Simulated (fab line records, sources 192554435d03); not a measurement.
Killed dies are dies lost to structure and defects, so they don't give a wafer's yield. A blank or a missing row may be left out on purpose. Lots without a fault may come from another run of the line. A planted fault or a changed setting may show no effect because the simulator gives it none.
Which tool did it? | flow n5_finfet | 22 lots, 66 wafers sampled, at 6 steps of a route of 1938

WHAT THE GAUGES READ, wafer by wafer
The record holds no reading of a measuring or inspecting step that can be judged against a usual standard deviation.

WHICH TOOL RAN EACH LOT (tool, then ch and the chambers of the sampled wafers, then the start)
lot  | N5_HKMG_FIN_STRIP_60                | N5_HKMG_FIN_CVD_62                      | N5_GATE_CUT_ETCH_56               | N5_GATE_CUT_ETCHBACK_30           | N5_GATE_CUT_ETCH_28               | N5_GATE_CUT_ETCH_36
L074 | plasma_asher-02 ch 0,1, day 4 05:20 | thermal_cvd_si-01 ch 1,2, day 4 06:11   | rie_metal-02 ch 0,1, day 4 12:47  | rie_metal-02 ch 0,1, day 4 12:53  | rie_diel-02 ch 1,3, day 4 16:31   | rie_diel-02 ch 1,3, day 4 16:32
L075 | plasma_asher-02 ch 0,1, day 4 12:46 | thermal_cvd_si-02 ch 0,1, day 4 13:37   | rie_metal-03 ch 0,1, day 4 19:47  | rie_metal-03 ch 0,1, day 4 19:52  | rie_diel-03 ch 0,3, day 4 23:22   | rie_diel-03 ch 0,3, day 4 23:23
L076 | plasma_asher-02 ch 0,1, day 4 14:55 | thermal_cvd_si-01 ch 0,1,2, day 4 15:46 | rie_metal-01 ch 0,1, day 4 21:56  | rie_metal-01 ch 0,1, day 4 22:02  | rie_diel-03 ch 1,2,3, day 5 14:52 | rie_diel-03 ch 1,2,3, day 5 14:53
L077 | plasma_asher-02 ch 0,1, day 5 04:13 | thermal_cvd_si-02 ch 0,1,2, day 5 05:04 | rie_metal-03 ch 0,1, day 5 11:22  | rie_metal-03 ch 0,1, day 5 11:27  | rie_diel-03 ch 0,1,3, day 5 15:23 | rie_diel-03 ch 0,1,3, day 5 15:25
L078 | plasma_asher-01 ch 0,1, day 5 08:23 | thermal_cvd_si-01 ch 1,2, day 5 09:14   | rie_metal-03 ch 0,1, day 5 15:44  | rie_metal-03 ch 0,1, day 5 15:49  | rie_diel-03 ch 1,2, day 5 20:24   | rie_diel-03 ch 1,2, day 5 20:25
L079 | plasma_asher-01 ch 0,1, day 5 14:21 | thermal_cvd_si-02 ch 0,1,2, day 5 15:18 | rie_metal-01 ch 0,1, day 5 22:17  | rie_metal-01 ch 0,1, day 5 22:23  | rie_diel-04 ch 0,1,3, day 6 01:52 | rie_diel-04 ch 0,1,3, day 6 01:53
L080 | plasma_asher-02 ch 0,1, day 5 16:20 | thermal_cvd_si-01 ch 0,1, day 5 17:11   | rie_metal-03 ch 0,1, day 5 23:40  | rie_metal-03 ch 0,1, day 5 23:46  | rie_diel-03 ch 0,1,2, day 6 03:16 | rie_diel-03 ch 0,1,2, day 6 03:17
L081 | plasma_asher-02 ch 0,1, day 5 20:59 | thermal_cvd_si-02 ch 0,2, day 5 21:50   | rie_metal-01 ch 0, day 6 04:12    | rie_metal-01 ch 0, day 6 04:17    | rie_diel-04 ch 0,1,3, day 6 08:08 | rie_diel-04 ch 0,1,3, day 6 08:09
L082 | plasma_asher-02 ch 0, day 6 04:11   | thermal_cvd_si-01 ch 1,2, day 6 05:03   | rie_metal-02 ch 0, day 6 11:27    | rie_metal-02 ch 0, day 6 11:37    | rie_diel-04 ch 2,3, day 6 15:09   | rie_diel-04 ch 2,3, day 6 15:10
L084 | plasma_asher-01 ch 0,1, day 6 13:06 | thermal_cvd_si-01 ch 0,1, day 6 13:57   | rie_metal-03 ch 0,1, day 6 20:40  | rie_metal-03 ch 0,1, day 6 20:45  | rie_diel-04 ch 0,1,2, day 7 01:16 | rie_diel-04 ch 0,1,2, day 7 01:17
L085 | plasma_asher-02 ch 0,1, day 6 21:37 | thermal_cvd_si-02 ch 0,1,2, day 6 22:28 | rie_metal-01 ch 0,1, day 7 05:22  | rie_metal-01 ch 0,1, day 7 05:27  | rie_diel-03 ch 0,1, day 7 09:27   | rie_diel-03 ch 0,1, day 7 09:28
L086 | plasma_asher-01 ch 0,1, day 7 01:50 | thermal_cvd_si-01 ch 0,1,2, day 7 02:41 | rie_metal-02 ch 0,1, day 7 09:23  | rie_metal-02 ch 0,1, day 7 09:28  | rie_diel-03 ch 0,2,3, day 7 13:26 | rie_diel-03 ch 0,2,3, day 7 13:27
L087 | plasma_asher-02 ch 0,1, day 7 07:11 | thermal_cvd_si-02 ch 0,1,2, day 7 08:02 | rie_metal-03 ch 0, day 7 14:34    | rie_metal-03 ch 0, day 7 14:43    | rie_diel-02 ch 0,1,3, day 7 18:29 | rie_diel-02 ch 0,1,3, day 7 18:31
L088 | plasma_asher-01 ch 0,1, day 7 12:12 | thermal_cvd_si-01 ch 1,2, day 7 13:03   | rie_metal-02 ch 0,1, day 7 19:29  | rie_metal-02 ch 0,1, day 7 19:34  | rie_diel-04 ch 1,2, day 7 23:13   | rie_diel-04 ch 1,2, day 7 23:14
L090 | plasma_asher-02 ch 0,1, day 8 08:41 | thermal_cvd_si-01 ch 1,2, day 8 09:32   | rie_metal-02 ch 0,1, day 8 15:50  | rie_metal-02 ch 0,1, day 8 15:56  | rie_diel-03 ch 1,2,3, day 8 19:34 | rie_diel-03 ch 1,2,3, day 8 19:35
L091 | plasma_asher-02 ch 0,1, day 8 09:51 | thermal_cvd_si-02 ch 0,1,2, day 8 10:38 | rie_metal-01 ch 0,1, day 8 17:09  | rie_metal-01 ch 0,1, day 8 17:13  | rie_diel-03 ch 0,3, day 8 21:53   | rie_diel-03 ch 0,3, day 8 21:55
L092 | plasma_asher-02 ch 0,1, day 8 17:49 | thermal_cvd_si-01 ch 0,1, day 8 18:41   | rie_metal-03 ch 0,1, day 9 01:05  | rie_metal-03 ch 0,1, day 9 01:11  | rie_diel-04 ch 1,2, day 9 04:55   | rie_diel-04 ch 1,2, day 9 04:56
L093 | plasma_asher-01 ch 0,1, day 8 21:49 | thermal_cvd_si-02 ch 0,2, day 8 22:41   | rie_metal-01 ch 0,1, day 9 05:47  | rie_metal-01 ch 0,1, day 9 05:52  | rie_diel-03 ch 1,2,3, day 9 09:44 | rie_diel-03 ch 1,2,3, day 9 09:46
L095 | plasma_asher-02 ch 0,1, day 9 07:45 | thermal_cvd_si-01 ch 0,2, day 9 08:36   | rie_metal-03 ch 1, day 9 14:47    | rie_metal-03 ch 1, day 9 14:53    | rie_diel-03 ch 0,2, day 9 18:29   | rie_diel-03 ch 0,2, day 9 18:31
L094 | plasma_asher-02 ch 0,1, day 9 08:21 | thermal_cvd_si-02 ch 0,1, day 9 09:16   | rie_metal-01 ch 0, day 9 15:56    | rie_metal-01 ch 0, day 9 16:01    | rie_diel-04 ch 1,2, day 9 20:38   | rie_diel-04 ch 1,2, day 9 20:39
L096 | plasma_asher-02 ch 1, day 9 15:05   | thermal_cvd_si-01 ch 0,2, day 9 15:56   | rie_metal-01 ch 0,1, day 9 22:14  | rie_metal-01 ch 0,1, day 9 22:20  | rie_diel-03 ch 0,1, day 10 02:09  | rie_diel-03 ch 0,1, day 10 02:10
L097 | plasma_asher-01 ch 0,1, day 9 19:47 | thermal_cvd_si-02 ch 0,1, day 9 20:38   | rie_metal-03 ch 0,1, day 10 03:07 | rie_metal-03 ch 0,1, day 10 03:13 | rie_diel-02 ch 1,2, day 10 06:59  | rie_diel-02 ch 1,2, day 10 07:01
- N5_HKMG_FIN_STRIP_60: strips in N2/H2, time 360 s.
- N5_HKMG_FIN_CVD_62: deposits a-Si from Si2H6, target thk 3 nm, time 20.8 s.
- N5_GATE_CUT_ETCH_56: etches TiN in Cl2/Ar, target depth 21.6 nm.
- N5_GATE_CUT_ETCHBACK_30: etches TiN in Cl2/Ar, target depth 3 nm.
- N5_GATE_CUT_ETCH_28: etches underlayer in N2/H2, target depth 13 nm, time 10.4 s.
- N5_GATE_CUT_ETCH_36: etches SiARC in CF4, target depth 13 nm, time 21.7 s.

WHAT THE TOOLS THEMSELVES READ (means of the sampled wafers that have a number; where no wafer has one, the mark that the record gives instead)
N5_HKMG_FIN_STRIP_60. Usual: drypump_motor_current_A 5.63 A, standard deviation 0.28; h2_flow_sccm 3249 sccm, standard deviation 9.1; heater_power_w 478 W, standard deviation 49.
lot  | tool            | drypump_motor_current_A (A) | h2_flow_sccm (sccm) | heater_power_w (W) | flag
L074 | plasma_asher-02 | 5.58                        | 3241                | 441                |
L075 | plasma_asher-02 | 5.56                        | 3236                | 446                |
L076 | plasma_asher-02 | 5.57                        | 3259                | 446                |
L077 | plasma_asher-02 | 5.57                        | 3253                | 447                |
L078 | plasma_asher-01 | 5.47                        | 3243                | 542                |
L079 | plasma_asher-01 | 5.71                        | 3240                | 501                |
L080 | plasma_asher-02 | 5.73                        | 3246                | 466                |
L081 | plasma_asher-02 | 5.71                        | 3256                | 463                |
L082 | plasma_asher-02 | 5.42                        | 3252                | 431                |
L084 | plasma_asher-01 | 5.48                        | 3260                | 537                |
L085 | plasma_asher-02 | 5.58                        | 3250                | 449                |
L086 | plasma_asher-01 | 5.46                        | 3251                | 541                |
L087 | plasma_asher-02 | 5.57                        | 3255                | 450                |
L088 | plasma_asher-01 | 5.72                        | 3245                | 513                |
L090 | plasma_asher-02 | 5.72                        | 3247                | 468                |
L091 | plasma_asher-02 | 5.58                        | 3255                | 451                |
L092 | plasma_asher-02 | 5.71                        | 3248                | 475                |
L093 | plasma_asher-01 | 5.46                        | 3235                | 542                |
L095 | plasma_asher-02 | 5.56                        | 3251                | 448                |
L094 | plasma_asher-02 | 5.73                        | 3250                | 465                |
L096 | plasma_asher-02 | 5.87                        | 3255                | 484                |
L097 | plasma_asher-01 | 5.47                        | 3250                | 544                |

N5_HKMG_FIN_CVD_62. Usual: heater_power_w 1390 W, standard deviation 66.
lot  | tool              | heater_power_w (W) | flag
L074 | thermal_cvd_si-01 | 1339               |
L075 | thermal_cvd_si-02 | 1485               |
L076 | thermal_cvd_si-01 | 1355               |
L077 | thermal_cvd_si-02 | 1447               |
L078 | thermal_cvd_si-01 | 1355               |
L079 | thermal_cvd_si-02 | 1418               |
L080 | thermal_cvd_si-01 | 1332               |
L081 | thermal_cvd_si-02 | 1405               |
L082 | thermal_cvd_si-01 | 1336               |
L084 | thermal_cvd_si-01 | 1351               |
L085 | thermal_cvd_si-02 | 1449               |
L086 | thermal_cvd_si-01 | 1358               |
L087 | thermal_cvd_si-02 | 1443               |
L088 | thermal_cvd_si-01 | 1348               |
L090 | thermal_cvd_si-01 | 1325               |
L091 | thermal_cvd_si-02 | 1433               |
L092 | thermal_cvd_si-01 | 1367               |
L093 | thermal_cvd_si-02 | 1439               |
L095 | thermal_cvd_si-01 | 1330               |
L094 | thermal_cvd_si-02 | 1469               |
L096 | thermal_cvd_si-01 | 1363               |
L097 | thermal_cvd_si-02 | 1468               |

N5_GATE_CUT_ETCH_56. Usual: drypump_motor_current_A 5.3 A, standard deviation 0.33; oes_product_au 0.78 a.u., standard deviation 0.13; throttle_valve_pct 20.9 %, standard deviation 0.34.
lot  | tool         | drypump_motor_current_A (A) | oes_product_au (a.u.) | throttle_valve_pct (%) | flag
L074 | rie_metal-02 | 5.4                         | 0.79                  | 20.6                   |
L075 | rie_metal-03 | 5.2                         | 0.70                  | 21.1                   |
L076 | rie_metal-01 | 5.6                         | 0.73                  | 20.8                   |
L077 | rie_metal-03 | 5.1                         | 0.65                  | 21.2                   |
L078 | rie_metal-03 | 5.2                         | 0.70                  | 21.1                   |
L079 | rie_metal-01 | 5.6                         | 0.73                  | 20.8                   |
L080 | rie_metal-03 | 5.2                         | 0.70                  | 21.1                   |
L081 | rie_metal-01 | 5.8                         | 0.66                  | 20.9                   |
L082 | rie_metal-02 | 5.6                         | 0.89                  | 20.2                   |
L084 | rie_metal-03 | 5.1                         | 0.64                  | 21.3                   |
L085 | rie_metal-01 | 5.6                         | 0.73                  | 20.8                   |
L086 | rie_metal-02 | 5.4                         | 0.92                  | 20.5                   |
L087 | rie_metal-03 | 5.4                         | 0.73                  | 21.0                   |
L088 | rie_metal-02 | 5.4                         | 0.91                  | 20.5                   |
L090 | rie_metal-02 | 5.2                         | 0.94                  | 20.8                   |
L091 | rie_metal-01 | 5.6                         | 0.72                  | 20.8                   |
L092 | rie_metal-03 | 5.1                         | 0.88                  | 21.1                   |
L093 | rie_metal-01 | 5.6                         | 0.71                  | 20.8                   |
L095 | rie_metal-03 | 4.9                         | 0.95                  | 21.2                   |
L094 | rie_metal-01 | 5.9                         | 0.65                  | 20.9                   |
L096 | rie_metal-01 | 5.6                         | 0.71                  | 20.8                   |
L097 | rie_metal-03 | 5.2                         | 0.80                  | 21.1                   |

N5_GATE_CUT_ETCHBACK_30. Usual: drypump_motor_current_A 5.3 A, standard deviation 0.34; oes_product_au 0.77 a.u., standard deviation 0.13; throttle_valve_pct 20.9 %, standard deviation 0.34.
lot  | tool         | drypump_motor_current_A (A) | oes_product_au (a.u.) | throttle_valve_pct (%) | flag
L074 | rie_metal-02 | 5.4                         | 0.79                  | 20.6                   |
L075 | rie_metal-03 | 5.2                         | 0.70                  | 21.1                   |
L076 | rie_metal-01 | 5.6                         | 0.74                  | 20.8                   |
L077 | rie_metal-03 | 5.1                         | 0.65                  | 21.2                   |
L078 | rie_metal-03 | 5.2                         | 0.70                  | 21.1                   |
L079 | rie_metal-01 | 5.6                         | 0.73                  | 20.8                   |
L080 | rie_metal-03 | 5.2                         | 0.69                  | 21.1                   |
L081 | rie_metal-01 | 5.9                         | 0.65                  | 20.9                   |
L082 | rie_metal-02 | 5.6                         | 0.89                  | 20.2                   |
L084 | rie_metal-03 | 5.1                         | 0.64                  | 21.3                   |
L085 | rie_metal-01 | 5.7                         | 0.73                  | 20.8                   |
L086 | rie_metal-02 | 5.4                         | 0.92                  | 20.5                   |
L087 | rie_metal-03 | 5.4                         | 0.74                  | 21.0                   |
L088 | rie_metal-02 | 5.4                         | 0.91                  | 20.5                   |
L090 | rie_metal-02 | 5.2                         | 0.94                  | 20.8                   |
L091 | rie_metal-01 | 5.6                         | 0.72                  | 20.8                   |
L092 | rie_metal-03 | 5.1                         | 0.88                  | 21.1                   |
L093 | rie_metal-01 | 5.6                         | 0.72                  | 20.8                   |
L095 | rie_metal-03 | 4.9                         | 0.95                  | 21.2                   |
L094 | rie_metal-01 | 5.8                         | 0.64                  | 20.9                   |
L096 | rie_metal-01 | 5.6                         | 0.71                  | 20.8                   |
L097 | rie_metal-03 | 5.2                         | 0.79                  | 21.1                   |

N5_GATE_CUT_ETCH_28. Usual: drypump_motor_current_A 5.8 A, standard deviation 0.41; etch_rf_on_time_s 10.49 s, standard deviation 0.21; h2_flow_sccm 200.0 sccm, standard deviation 0.58; oes_product_au 0.67 a.u., standard deviation 0.066; rf_vpp_V 525.2 V, standard deviation 2.3; showerhead_plenum_p_Torr 2.58 Torr, standard deviation 0.085; throttle_valve_pct 17.80 %, standard deviation 0.21.
lot  | tool        | drypump_motor_current_A (A) | etch_rf_on_time_s (s) | h2_flow_sccm (sccm) | oes_product_au (a.u.) | rf_vpp_V (V) | showerhead_plenum_p_Torr (Torr) | throttle_valve_pct (%) | flag
L074 | rie_diel-02 | 5.8                         | 10.14                 | 199.5               | 0.81                  | 526.1        | 2.64                            | 17.51                  |
L075 | rie_diel-03 | 5.7                         | 10.60                 | 200.4               | 0.76                  | 528.4        | 2.66                            | 17.63                  |
L076 | rie_diel-03 | 5.5                         | 10.57                 | 199.5               | 0.71                  | 523.3        | 2.57                            | 17.74                  |
L077 | rie_diel-03 | 5.8                         | 10.61                 | 200.2               | 0.71                  | 525.1        | 2.56                            | 17.78                  |
L078 | rie_diel-03 | 5.7                         | 10.61                 | 200.8               | 0.67                  | 521.9        | 2.47                            | 17.86                  |
L079 | rie_diel-04 | 5.9                         | 10.51                 | 199.6               | 0.63                  | 525.0        | 2.60                            | 17.78                  |
L080 | rie_diel-03 | 5.6                         | 10.59                 | 199.7               | 0.66                  | 523.1        | 2.51                            | 17.87                  |
L081 | rie_diel-04 | 5.9                         | 10.51                 | 199.7               | 0.62                  | 525.8        | 2.60                            | 17.78                  |
L082 | rie_diel-04 | 5.7                         | 10.18                 | 200.1               | 0.62                  | 526.3        | 2.63                            | 17.86                  |
L084 | rie_diel-04 | 5.9                         | 10.53                 | 200.1               | 0.62                  | 526.2        | 2.60                            | 17.87                  |
L085 | rie_diel-03 | 5.9                         | 10.71                 | 200.2               | 0.65                  | 523.8        | 2.51                            | 17.90                  |
L086 | rie_diel-03 | 5.5                         | 10.56                 | 200.0               | 0.71                  | 525.5        | 2.60                            | 17.76                  |
L087 | rie_diel-02 | 5.7                         | 10.23                 | 199.6               | 0.71                  | 525.6        | 2.61                            | 17.80                  |
L088 | rie_diel-04 | 6.1                         | 10.56                 | 200.2               | 0.63                  | 526.5        | 2.64                            | 17.73                  |
L090 | rie_diel-03 | 5.6                         | 10.53                 | 200.6               | 0.69                  | 524.8        | 2.56                            | 17.78                  |
L091 | rie_diel-03 | 5.8                         | 10.50                 | 200.3               | 0.71                  | 527.3        | 2.65                            | 17.71                  |
L092 | rie_diel-04 | 6.1                         | 10.51                 | 200.2               | 0.62                  | 526.8        | 2.64                            | 17.76                  |
L093 | rie_diel-03 | 5.5                         | 10.63                 | 200.6               | 0.68                  | 523.7        | 2.55                            | 17.79                  |
L095 | rie_diel-03 | 5.6                         | 10.65                 | 200.0               | 0.64                  | 524.0        | 2.54                            | 17.90                  |
L094 | rie_diel-04 | 6.1                         | 10.40                 | 199.4               | 0.62                  | 526.9        | 2.63                            | 17.75                  |
L096 | rie_diel-03 | 5.9                         | 10.75                 | 200.0               | 0.63                  | 522.1        | 2.50                            | 17.95                  |
L097 | rie_diel-02 | 5.8                         | 10.28                 | 199.9               | 0.72                  | 525.4        | 2.58                            | 17.54                  |

N5_GATE_CUT_ETCH_36. Usual: drypump_motor_current_A 5.7 A, standard deviation 0.42; etch_rf_on_time_s 21.9 s, standard deviation 0.45; oes_product_au 0.67 a.u., standard deviation 0.067; rf_vpp_V 184.5 V, standard deviation 1; showerhead_plenum_p_Torr 2.18 Torr, standard deviation 0.065; throttle_valve_pct 15.59 %, standard deviation 0.26.
lot  | tool        | drypump_motor_current_A (A) | etch_rf_on_time_s (s) | oes_product_au (a.u.) | rf_vpp_V (V) | showerhead_plenum_p_Torr (Torr) | throttle_valve_pct (%) | flag
L074 | rie_diel-02 | 5.8                         | 21.1                  | 0.80                  | 185.0        | 2.20                            | 15.24                  |
L075 | rie_diel-03 | 5.7                         | 22.0                  | 0.76                  | 184.9        | 2.24                            | 15.36                  |
L076 | rie_diel-03 | 5.5                         | 21.9                  | 0.72                  | 184.4        | 2.17                            | 15.55                  |
L077 | rie_diel-03 | 5.9                         | 21.8                  | 0.70                  | 184.9        | 2.16                            | 15.54                  |
L078 | rie_diel-03 | 5.7                         | 22.1                  | 0.67                  | 182.9        | 2.09                            | 15.72                  |
L079 | rie_diel-04 | 5.9                         | 21.5                  | 0.63                  | 184.1        | 2.18                            | 15.56                  |
L080 | rie_diel-03 | 5.6                         | 22.1                  | 0.66                  | 184.1        | 2.12                            | 15.69                  |
L081 | rie_diel-04 | 5.9                         | 22.2                  | 0.62                  | 183.7        | 2.18                            | 15.57                  |
L082 | rie_diel-04 | 5.7                         | 21.1                  | 0.62                  | 184.8        | 2.20                            | 15.60                  |
L084 | rie_diel-04 | 5.9                         | 22.1                  | 0.63                  | 184.9        | 2.19                            | 15.74                  |
L085 | rie_diel-03 | 5.9                         | 22.2                  | 0.65                  | 183.7        | 2.11                            | 15.67                  |
L086 | rie_diel-03 | 5.5                         | 22.0                  | 0.71                  | 184.3        | 2.19                            | 15.54                  |
L087 | rie_diel-02 | 5.7                         | 21.4                  | 0.71                  | 184.7        | 2.18                            | 15.52                  |
L088 | rie_diel-04 | 6.1                         | 22.0                  | 0.63                  | 184.3        | 2.22                            | 15.56                  |
L090 | rie_diel-03 | 5.5                         | 21.9                  | 0.69                  | 184.8        | 2.16                            | 15.60                  |
L091 | rie_diel-03 | 5.7                         | 21.7                  | 0.73                  | 185.1        | 2.23                            | 15.43                  |
L092 | rie_diel-04 | 6.1                         | 22.0                  | 0.62                  | 185.0        | 2.21                            | 15.58                  |
L093 | rie_diel-03 | 5.5                         | 22.1                  | 0.69                  | 184.1        | 2.16                            | 15.62                  |
L095 | rie_diel-03 | 5.6                         | 22.3                  | 0.65                  | 184.4        | 2.14                            | 15.69                  |
L094 | rie_diel-04 | 6.1                         | 22.1                  | 0.62                  | 184.1        | 2.21                            | 15.60                  |
L096 | rie_diel-03 | 5.9                         | 22.4                  | 0.63                  | 184.3        | 2.11                            | 15.73                  |
L097 | rie_diel-02 | 5.8                         | 21.5                  | 0.72                  | 185.0        | 2.17                            | 15.20                  |

THE ANSWER, worked out from the rows above alone
Rule: a lot is off if the mean of its wafers that have a number lies more than 3 standard deviations from the usual mean. A lot without any number at a reading at which 4 lots or more have one is off too. The other lots that the step has rows for count as sound. The gauges are gone through in route order, then the tools' own readings, and for those a lot's mean is taken as printed above. The first step at which some lot is off is used, and at that step the reading that is off furthest; a lot without a number counts as furthest.
No lot is off at any reading shown: from this, nothing can be told.

WHAT THE SIMULATOR HAD PUT IN
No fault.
